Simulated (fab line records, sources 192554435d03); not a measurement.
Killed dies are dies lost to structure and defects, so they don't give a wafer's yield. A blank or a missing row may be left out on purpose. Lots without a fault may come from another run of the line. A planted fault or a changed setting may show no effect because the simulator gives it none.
A struck lot beside a sound one | flow n5_finfet | 36 steps out of a route of 1938
Sound: wafers L699.1, L699.3, L699.5. Struck: wafers L709.4, L709.5, L709.6. The cause comes at the end.
At each step with rows: each side's tool, then ch and its chambers, then its first start. Under that, the readings that differ: sound wafers | struck wafers | difference of the means | sigmas: that difference in standard deviations of wafers without a fault.
alike: readings whose means differ by less than 2 such deviations, and words and numbers that are the same on both sides. not compared: withheld readings, readings that some wafer has no value for, bounds like >300 that may hide the same value, and numbers for which the record gives no deviation and whose values overlap.
The two part at a step that has a row with sigmas, a row that says differs or no value, or rows on one side only. Numbers that don't overlap but have no deviation are shown without sigmas and don't part them. A reading that every wafer of one side lacks parts them only if that side has two wafers or more.

first, 9 steps without rows for these wafers: N5_BEOL_M4_ANNEAL_95 (time 240 s); N5_BEOL_M4_SPUTTER_96 (material Cu, target thk 4.5 nm, time 8.29 s); N5_BEOL_M4_ECD_50 (material Cu, target thk 300 nm); N5_BEOL_M4_ANNEAL_51 (time 90 s); N5_BEOL_M4_CMP_52 (polishes, stops on SiOC, t overpolish 6.8 s, target thk 40 nm); N5_BEOL_M4_PRE_CLEAN_60 (time 15 s); N5_BEOL_M4_CO_CAP_55 (material Co, precursor CCTBA/H2, target thk 2 nm, time 102.1 s); N5_BEOL_M4_PRE_CLEAN_56 (time 15 s); N5_BEOL_M4_DEP_57 (deposits SiCN from 3MS/NH3, target thk 8 nm, time 14 s).
N5_BEOL_M4_RC_MEAS_101:
  sound on prober-01 ch 0, day 10 12:37; struck on prober-02 ch 0, day 12 23:21
  reading       | sound          | struck         | difference | sigmas
  DIBL_N (mV/V) | 36.6 35.5 35.6 | 39.7 38.2 39.7 | +3.3       | +2
  DIBL_P (mV/V) | 35.7 34.3 34.1 | 39.5 37.4 39.3 | +4.0       | +2
  alike: IOFF_N, IOFF_P, ION_N, ION_P, SS_N, SS_P, VT_N, VT_P
then, 24 steps without rows for these wafers: N5_BEOL_M5_ILD_DEP_00 (deposits SiCOH lowk from DEMS/porogen, target thk 140.64 nm, time 25.9 s); N5_BEOL_M5_CURE_79 (cures SiCOH lowk, time 240 s); N5_BEOL_M5_PECVD_70 (deposits SiO2 from TEOS/O2, target thk 16 nm, time 18 s); N5_BEOL_M5_HM_DEP_02 (deposits TiN, target thk 20 nm); N5_BEOL_M5_COAT_59 (time 60 s, resist thk 60 nm); N5_BEOL_M5_COAT_60 (time 60 s, resist thk 12 nm); N5_BEOL_M5_COAT_71 (time 60 s, resist thk 5 nm); N5_BEOL_M5_COAT_05 (resist thk 30 nm); N5_BEOL_M5_EBR_07; N5_BEOL_M5_SOFTBAKE_06 (time 60 s); N5_BEOL_M5_EXPOSE_08 (exposes mask M5, target cd 28 nm); N5_BEOL_M5_PEB_09 (peb time 60 s); N5_BEOL_M5_DEVELOP_10 (develop time 30 s); N5_BEOL_M5_DESCUM_16 (chemistry O2, time 7 s); N5_BEOL_M5_ETCH_72 (etches underlayer in N2/H2, target depth 6.5 nm, time 5.2 s); N5_BEOL_M5_ETCH_61 (etches SiARC in CF4, target depth 15.6 nm, time 26 s); N5_BEOL_M5_ETCH_62 (etches SOC in N2/H2, target depth 75 nm, overetch 15 nm, time 112.5 s); N5_BEOL_M5_STRIP_63 (strips in N2/H2); N5_BEOL_M5_STRIP_73 (strips in N2/H2); N5_BEOL_M5_STRIP_64 (strips in CF4); N5_BEOL_M5_HM_OPEN_17 (chemistry Cl2/BCl3, target TiN, target depth 20 nm, overetch 6 nm); N5_BEOL_M5_STRIP_19 (strips in O2); N5_BEOL_M5_COAT_65 (time 60 s, resist thk 60 nm); N5_BEOL_M5_COAT_66 (time 60 s, resist thk 12 nm).
-- the record jumps here: 4 days lie between the struck wafers' starts before and after (it left off in module BEOL_M5 and takes up again in module PASSIVATION, whose first step shown is number 1930 of the route) --
N5_PASSIVATION_ETCH_54: etches SiO2 in CHF3/O2, target depth 880 nm, time 440 s.
  sound on rie_diel-04 ch 2,3, day 14 21:00; struck on rie_diel-04 ch 0,2,3, day 17 02:13
  no value came back on the struck wafers for any of 9 readings (CHF3_flow_sccm (sccm), O2_flow_sccm (sccm) and others); on the sound wafers CHF3_flow_sccm (sccm) reads 50.21 50.16 50.22
  not compared: rf_hours_counter_h
N5_PASSIVATION_PROBE_49:
  sound on prober-02, day 14 23:47; struck on prober-02, day 17 05:09
  reading                  | sound          | struck         | difference | sigmas
  defect_limited_yield (%) | 92.4 91.3 89.4 | 0 0 0          | -91        | -70
  killed_at_other          | 1 3 2          | 1101 1120 1078 | +1098      | +99 or more
  killed_dies              | 90 103 125     | 1180 1180 1180 | +1074      | +72
  killed_on_rim            | 11 9 10        | 152 152 152    | +142       | +42
  sort_bin_5_function (%)  | 4.8 4.9 6.3    | 97.3 97.9 96.0 | +91.7      | +99 or more
  sort_n_pass              | 1090 1077 1055 | 0 0 0          | -1074      | -72
  sort_yield_pct (%)       | 92.4 91.3 89.4 | 0 0 0          | -91        | -70
  alike: killed_at_M0_to_M3, killed_at_M4_up, killed_at_contacts, killed_at_front_end, killed_open, killed_short, sort_bin_6_memory

WHERE THEY PART
First at N5_BEOL_M4_RC_MEAS_101; last, within this record, at N5_PASSIVATION_PROBE_49.

WHY: what the simulator had put in
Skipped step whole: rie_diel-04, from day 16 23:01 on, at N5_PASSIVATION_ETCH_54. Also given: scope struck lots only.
